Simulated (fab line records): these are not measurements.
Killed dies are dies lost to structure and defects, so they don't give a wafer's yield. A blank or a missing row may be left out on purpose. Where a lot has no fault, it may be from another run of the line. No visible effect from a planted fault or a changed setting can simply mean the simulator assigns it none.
The tool behind it: which one? || flow n5-finfet || 11 lots with 33 wafers sampled at 5 steps, on a route of 1938 steps

## WHAT THE GAUGES READ, wafer by wafer
N5_MIM_BOT_LITHO_OVL_MEAS_11. Usual: for MIM_BOT_OVL the level is 3 nm and the standard deviation is 5.2.
{"lot": "L319", "measured": "day 12 14:01", "on": "overlay-02", "MIM_BOT_OVL (nm)": "1 8 11", "flag": ""}
{"lot": "L320", "measured": "day 12 20:07", "on": "overlay-01", "MIM_BOT_OVL (nm)": "3 9 0", "flag": ""}
{"lot": "L322", "measured": "day 13 11:35", "on": "overlay-02", "MIM_BOT_OVL (nm)": "3 -1 -1", "flag": ""}
{"lot": "L328", "measured": "day 14 13:38", "on": "overlay-01", "MIM_BOT_OVL (nm)": "9 3 -3", "flag": ""}
{"lot": "L327", "measured": "day 14 22:52", "on": "overlay-01", "MIM_BOT_OVL (nm)": "9 4 3", "flag": ""}
{"lot": "L330", "measured": "day 15 02:51", "on": "overlay-01", "MIM_BOT_OVL (nm)": "-1 2 2", "flag": ""}
{"lot": "L334", "measured": "day 16 04:32", "on": "overlay-01", "MIM_BOT_OVL (nm)": "10 11 12", "flag": ""}
{"lot": "L336", "measured": "day 16 18:13", "on": "overlay-02", "MIM_BOT_OVL (nm)": "7 11 -1", "flag": ""}
{"lot": "L337", "measured": "day 17 04:47", "on": "overlay-01", "MIM_BOT_OVL (nm)": "9 6 0", "flag": ""}
{"lot": "L339", "measured": "day 17 21:32", "on": "overlay-01", "MIM_BOT_OVL (nm)": "9 9 5", "flag": ""}
{"lot": "L340", "measured": "day 18 03:02", "on": "overlay-02", "MIM_BOT_OVL (nm)": "6 -3 8", "flag": ""}

N5_PASSIVATION_CD_MEAS_10: the cd target is 3000 nm. Usual: 3001.3 nm for cd-nm, sd 1.5.
{"lot": "L319", "measured": "day 12 15:38", "on": "cd-sem-03", "cd-nm (nm)": "3000.4 2999.9 3001.2", "flag": ""}
{"lot": "L320", "measured": "day 12 21:38", "on": "cd-sem-01", "cd-nm (nm)": "3001.6 3001.5 3003.5", "flag": ""}
{"lot": "L322", "measured": "day 13 14:50", "on": "cd-sem-03", "cd-nm (nm)": "2998.1 2997.9 2999.8", "flag": ""}
{"lot": "L328", "measured": "day 14 16:17", "on": "cd-sem-01", "cd-nm (nm)": "3002.0 3001.8 3003.0", "flag": ""}
{"lot": "L327", "measured": "day 15 00:27", "on": "cd-sem-01", "cd-nm (nm)": "2996.9 2996.4 2994.3", "flag": "OFF"}
{"lot": "L330", "measured": "day 15 04:32", "on": "cd-sem-01", "cd-nm (nm)": "2999.3 3002.1 3002.6", "flag": ""}
{"lot": "L334", "measured": "day 16 06:40", "on": "cd-sem-03", "cd-nm (nm)": "2999.3 3001.8 3001.4", "flag": ""}
{"lot": "L336", "measured": "day 16 19:43", "on": "cd-sem-02", "cd-nm (nm)": "3001.4 3001.5 3001.9", "flag": ""}
{"lot": "L337", "measured": "day 17 07:08", "on": "cd-sem-01", "cd-nm (nm)": "3002.6 3002.4 3002.7", "flag": ""}
{"lot": "L339", "measured": "day 18 00:35", "on": "cd-sem-01", "cd-nm (nm)": "3000.2 3001.4 3000.8", "flag": ""}
{"lot": "L340", "measured": "day 18 05:07", "on": "cd-sem-02", "cd-nm (nm)": "3000.4 3000.7 3002.2", "flag": ""}

## TOOL THAT RAN EACH LOT (tool first, then ch and the chambers of the sampled wafers, then the start)
{"lot": "L319", "N5_BEOL_M15_PRE_CLEAN_42": "pvd-sputter-03, day 12 07:07", "N5_MIM_TOP_ALD_00": "ald-hk-02 ch 0,1,3, day 12 10:14", "N5_PASSIVATION_EXPOSE_07": "krf-scanner-01 ch 0, day 12 15:28"}
{"lot": "L320", "N5_BEOL_M15_PRE_CLEAN_42": "pvd-sputter-02, day 12 14:43", "N5_MIM_TOP_ALD_00": "ald-hk-02 ch 0,1,3, day 12 18:20", "N5_PASSIVATION_EXPOSE_07": "krf-scanner-02 ch 0, day 12 21:28"}
{"lot": "L322", "N5_BEOL_M15_PRE_CLEAN_42": "pvd-sputter-01, day 13 04:40", "N5_MIM_TOP_ALD_00": "ald-hk-02 ch 1,3, day 13 09:23", "N5_PASSIVATION_EXPOSE_07": "krf-scanner-02 ch 0, day 13 14:40"}
{"lot": "L328", "N5_BEOL_M15_PRE_CLEAN_42": "pvd-sputter-01, day 14 07:49", "N5_MIM_TOP_ALD_00": "ald-hk-02 ch 1,2,3, day 14 11:28", "N5_PASSIVATION_EXPOSE_07": "krf-scanner-01 ch 0, day 14 16:07"}
{"lot": "L327", "N5_BEOL_M15_PRE_CLEAN_42": "pvd-sputter-02, day 14 17:47", "N5_MIM_TOP_ALD_00": "ald-hk-02 ch 0,3, day 14 20:44", "N5_PASSIVATION_EXPOSE_07": "krf-scanner-01 ch 0, day 15 00:17"}
{"lot": "L330", "N5_BEOL_M15_PRE_CLEAN_42": "pvd-sputter-01, day 14 20:52", "N5_MIM_TOP_ALD_00": "ald-hk-02 ch 1,2, day 15 00:43", "N5_PASSIVATION_EXPOSE_07": "krf-scanner-02 ch 0, day 15 04:22"}
{"lot": "L334", "N5_BEOL_M15_PRE_CLEAN_42": "pvd-sputter-01, day 15 20:31", "N5_MIM_TOP_ALD_00": "ald-hk-03 ch 1,2, day 15 23:14", "N5_PASSIVATION_EXPOSE_07": "krf-scanner-02 ch 0, day 16 06:30"}
{"lot": "L336", "N5_BEOL_M15_PRE_CLEAN_42": "pvd-sputter-02, day 16 12:09", "N5_MIM_TOP_ALD_00": "ald-hk-01 ch 1,2,3, day 16 15:23", "N5_PASSIVATION_EXPOSE_07": "krf-scanner-02 ch 0, day 16 19:33"}
{"lot": "L337", "N5_BEOL_M15_PRE_CLEAN_42": "pvd-sputter-03, day 16 20:21", "N5_MIM_TOP_ALD_00": "ald-hk-01 ch 0,1,2, day 16 23:45", "N5_PASSIVATION_EXPOSE_07": "krf-scanner-02 ch 0, day 17 06:57"}
{"lot": "L339", "N5_BEOL_M15_PRE_CLEAN_42": "pvd-sputter-02, day 17 13:50", "N5_MIM_TOP_ALD_00": "ald-hk-01 ch 0,2,3, day 17 17:19", "N5_PASSIVATION_EXPOSE_07": "krf-scanner-02 ch 0, day 18 00:25"}
{"lot": "L340", "N5_BEOL_M15_PRE_CLEAN_42": "pvd-sputter-01, day 17 20:17", "N5_MIM_TOP_ALD_00": "ald-hk-01 ch 0,1,3, day 17 23:55", "N5_PASSIVATION_EXPOSE_07": "krf-scanner-02 ch 0, day 18 04:56"}
- N5_BEOL_M15_PRE_CLEAN_42: time 30 s.
- N5_MIM_TOP_ALD_00: deposits Al2O3, purge time 3 s, co reactant pulse time 3 s.
- N5_PASSIVATION_EXPOSE_07: exposes mask TV, defocus 0 nm, target cd 3000 nm.

## WHAT THE TOOLS THEMSELVES READ (means of the sampled wafers that have a number; where no wafer has one, the mark that the record gives instead)
N5_BEOL_M15_PRE_CLEAN_42. Usual: 465 W for heater-power-w, sd 59.
{"lot": "L319", "tool": "pvd-sputter-03", "heater-power-w (W)": 473, "flag": ""}
{"lot": "L320", "tool": "pvd-sputter-02", "heater-power-w (W)": 443, "flag": ""}
{"lot": "L322", "tool": "pvd-sputter-01", "heater-power-w (W)": 440, "flag": ""}
{"lot": "L328", "tool": "pvd-sputter-01", "heater-power-w (W)": 455, "flag": ""}
{"lot": "L327", "tool": "pvd-sputter-02", "heater-power-w (W)": 477, "flag": ""}
{"lot": "L330", "tool": "pvd-sputter-01", "heater-power-w (W)": 456, "flag": ""}
{"lot": "L334", "tool": "pvd-sputter-01", "heater-power-w (W)": 491, "flag": ""}
{"lot": "L336", "tool": "pvd-sputter-02", "heater-power-w (W)": 448, "flag": ""}
{"lot": "L337", "tool": "pvd-sputter-03", "heater-power-w (W)": 488, "flag": ""}
{"lot": "L339", "tool": "pvd-sputter-02", "heater-power-w (W)": 473, "flag": ""}
{"lot": "L340", "tool": "pvd-sputter-01", "heater-power-w (W)": 435, "flag": ""}

N5_MIM_TOP_ALD_00. Usual: 1.001 for precursor-pulse-height-rel, sd 0.02.
{"lot": "L319", "tool": "ald-hk-02", "precursor-pulse-height-rel": 1.000, "flag": ""}
{"lot": "L320", "tool": "ald-hk-02", "precursor-pulse-height-rel": 1.002, "flag": ""}
{"lot": "L322", "tool": "ald-hk-02", "precursor-pulse-height-rel": 1.028, "flag": ""}
{"lot": "L328", "tool": "ald-hk-02", "precursor-pulse-height-rel": 0.983, "flag": ""}
{"lot": "L327", "tool": "ald-hk-02", "precursor-pulse-height-rel": 0.999, "flag": ""}
{"lot": "L330", "tool": "ald-hk-02", "precursor-pulse-height-rel": 1.004, "flag": ""}
{"lot": "L334", "tool": "ald-hk-03", "precursor-pulse-height-rel": 1.002, "flag": ""}
{"lot": "L336", "tool": "ald-hk-01", "precursor-pulse-height-rel": 0.992, "flag": ""}
{"lot": "L337", "tool": "ald-hk-01", "precursor-pulse-height-rel": 1.007, "flag": ""}
{"lot": "L339", "tool": "ald-hk-01", "precursor-pulse-height-rel": 1.015, "flag": ""}
{"lot": "L340", "tool": "ald-hk-01", "precursor-pulse-height-rel": 0.998, "flag": ""}

N5_PASSIVATION_EXPOSE_07. Usual: 22.751 for exposure-dose-mJ-cm2, sd 0.021.
{"lot": "L319", "tool": "krf-scanner-01", "exposure-dose-mJ-cm2": 22.735, "flag": ""}
{"lot": "L320", "tool": "krf-scanner-02", "exposure-dose-mJ-cm2": 22.741, "flag": ""}
{"lot": "L322", "tool": "krf-scanner-02", "exposure-dose-mJ-cm2": 22.752, "flag": ""}
{"lot": "L328", "tool": "krf-scanner-01", "exposure-dose-mJ-cm2": 22.727, "flag": ""}
{"lot": "L327", "tool": "krf-scanner-01", "exposure-dose-mJ-cm2": 22.266, "flag": "OFF"}
{"lot": "L330", "tool": "krf-scanner-02", "exposure-dose-mJ-cm2": 22.747, "flag": ""}
{"lot": "L334", "tool": "krf-scanner-02", "exposure-dose-mJ-cm2": 22.748, "flag": ""}
{"lot": "L336", "tool": "krf-scanner-02", "exposure-dose-mJ-cm2": 22.752, "flag": ""}
{"lot": "L337", "tool": "krf-scanner-02", "exposure-dose-mJ-cm2": 22.768, "flag": ""}
{"lot": "L339", "tool": "krf-scanner-02", "exposure-dose-mJ-cm2": 22.755, "flag": ""}
{"lot": "L340", "tool": "krf-scanner-02", "exposure-dose-mJ-cm2": 22.764, "flag": ""}

## THE ANSWER, worked out from the rows above alone
Rule: lot off if the mean of its wafers having a number is beyond 3 standard deviations from the usual mean. A lot without any number at a reading at which 4 lots or more have one is off too. Any other lot the step has rows for is counted as sound. The gauges are gone through in route order, then the tools' own readings, and for those a lot's mean is taken as printed above. At the first step where some lot is off, the reading lying furthest off is the one used; lots without a number count as furthest.
Off: L327 (N5_PASSIVATION_CD_MEAS_10, cd-nm).
If a tool, at a process step before that reading, ran all the lots that are off and no sound lot after the first of them, it fits. Not tried: the gauges at N5_PASSIVATION_CD_MEAS_10; whatever is off there is also off at N5_PASSIVATION_EXPOSE_07, on other tools, and gauge error can't account for it. One candidate fits, namely krf-scanner-01 at N5_PASSIVATION_EXPOSE_07. Its last sound lot is L328 (day 14 16:07), its first lot that is off L327 (day 15 00:17): a fault that began between those two fits.
On the lots that are off, the tool's own readings at N5_PASSIVATION_EXPOSE_07 differ by more than 5 times the standard deviation of the sound lots' means, which bears it out; exposure-dose-mJ-cm2 reads 22.266 there versus 22.749 on the sound lots.

## WHAT WAS PUT IN BY THE SIMULATOR
Process parameter drift: krf-scanner-01, from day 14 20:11 on, at N5_PASSIVATION_EXPOSE_07. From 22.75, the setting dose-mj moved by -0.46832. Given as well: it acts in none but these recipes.
Lots struck among those shown: L327. The same result came from the rule above.
